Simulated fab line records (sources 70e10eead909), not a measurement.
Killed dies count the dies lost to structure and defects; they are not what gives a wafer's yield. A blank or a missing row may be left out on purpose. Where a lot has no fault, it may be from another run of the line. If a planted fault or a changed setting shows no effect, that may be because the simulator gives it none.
Struck lot and sound lot, side by side ; flow nand harc ; 15 steps out of a route of 1302
Sound: the wafers L375.2, L375.5, L375.6. Struck: wafer L390.4. (L390.3 of the same lot was not struck and is left out.) The cause comes at the end.
Each step with rows lists, per side, the tool, then ch with its chambers, then its first start. Under that, the readings that differ: sound wafers ; struck wafers ; difference of the means ; sigmas: that difference in standard deviations of wafers without a fault.
alike: words and numbers the same on both sides, and readings whose means are apart by under 2 such deviations; not compared: readings that were withheld, readings missing a value for some wafer, numbers with overlapping values and no deviation given by the record, and bounds like >300 which may hide the same value.
The two part at a step that has a row with sigmas, a row that says differs or no value, or rows on one side only. Non-overlapping numbers with no deviation appear without sigmas and do not part them. Lack of a reading on every wafer of one side parts them only where that side has two or more wafers.

first, 8 steps without rows for these wafers: NHARC_A_CONTACT_COAT_61 (time 75 s); NHARC_A_CONTACT_COAT_62 (time 65 s); NHARC_A_CONTACT_COAT_63 (resist thk 90 nm); NHARC_A_CONTACT_SOFTBAKE_64 (time 55 s); NHARC_A_CONTACT_EBR_65; NHARC_A_CONTACT_EXPOSE_66 (exposes mask A CC 2); NHARC_A_CONTACT_PEB_67 (peb time 65 s); NHARC_A_CONTACT_DEVELOP_68 (develop time 35 s).
NHARC_A_CONTACT_CD_MEAS_69: the cd target is 300 nm.
  sound on cd sem-02 ch 0, day 21 13:11; struck on cd sem-01 ch 0, day 28 02:14
  alike: cd nm
NHARC_A_CONTACT_OVL_MEAS_70:
  sound on overlay-01, day 21 13:17; struck on overlay-02, day 28 02:19
  alike: overlay x nm, overlay y nm
NHARC_A_CONTACT_INSPECT_71:
  sound on defect inspect-01, day 21 13:19; struck on defect inspect-01, day 28 02:21
  alike: raw defect count
NHARC_A_CONTACT_DESCUM_74: chemistry O2, time 3 s.
  sound on rie diel-09 ch 1,2, day 21 13:46; struck on rie diel-09 ch 2, day 28 02:25
reading;sound;struck;difference;sigmas
throttle valve pct (%);11.306 11.303 11.288;11.318;+0.019;+2
  alike: drypump motor current A, oes product au, rf vpp V, showerhead plenum p Torr
  not compared: rf hours counter h
NHARC_A_CONTACT_ETCH_75: etches the open film in CF4, target depth 39 nm, time 65 s.
  sound on rie diel-09 ch 1,2, day 21 13:51; struck on rie diel-09 ch 0, day 28 02:29
reading;sound;struck;difference;sigmas
oes product au (a.u.);0.990 1.008 0.991;0.812;-0.184;-17
  alike: drypump motor current A, rf vpp V, showerhead plenum p Torr, throttle valve pct
  not compared: rf hours counter h
NHARC_A_CONTACT_ETCH_76: etches the open film in N2/H2, target depth 260 nm, time 475.3 s.
  sound on rie diel-09 ch 0,2,3; struck on rie diel-09 ch 3
  alike: drypump motor current A, oes product au, rf vpp V, showerhead plenum p Torr, throttle valve pct
  not compared: rf hours counter h
-- jump in the record: it breaks off in module A_CONTACT and resumes in module END (first step shown: number 1302 of the route), and 3 days separate the struck wafers' starts before and after --
NHARC_END_SORT_01:
  sound on prober-02 ch 0, day 24 01:50; struck on prober-01 ch 0, day 30 17:19
reading;sound;struck;difference;sigmas
killed at array;65 62 62;224;+161;+9
killed at periphery;4 2 7;9;+5;+2
killed dies;69 64 69;233;+166;+10
  alike: killed at other, killed open, killed short

WHERE THEY PART
First at NHARC_A_CONTACT_DESCUM_74; last, within this record, at NHARC_END_SORT_01.

WHY: the cause the simulator had injected
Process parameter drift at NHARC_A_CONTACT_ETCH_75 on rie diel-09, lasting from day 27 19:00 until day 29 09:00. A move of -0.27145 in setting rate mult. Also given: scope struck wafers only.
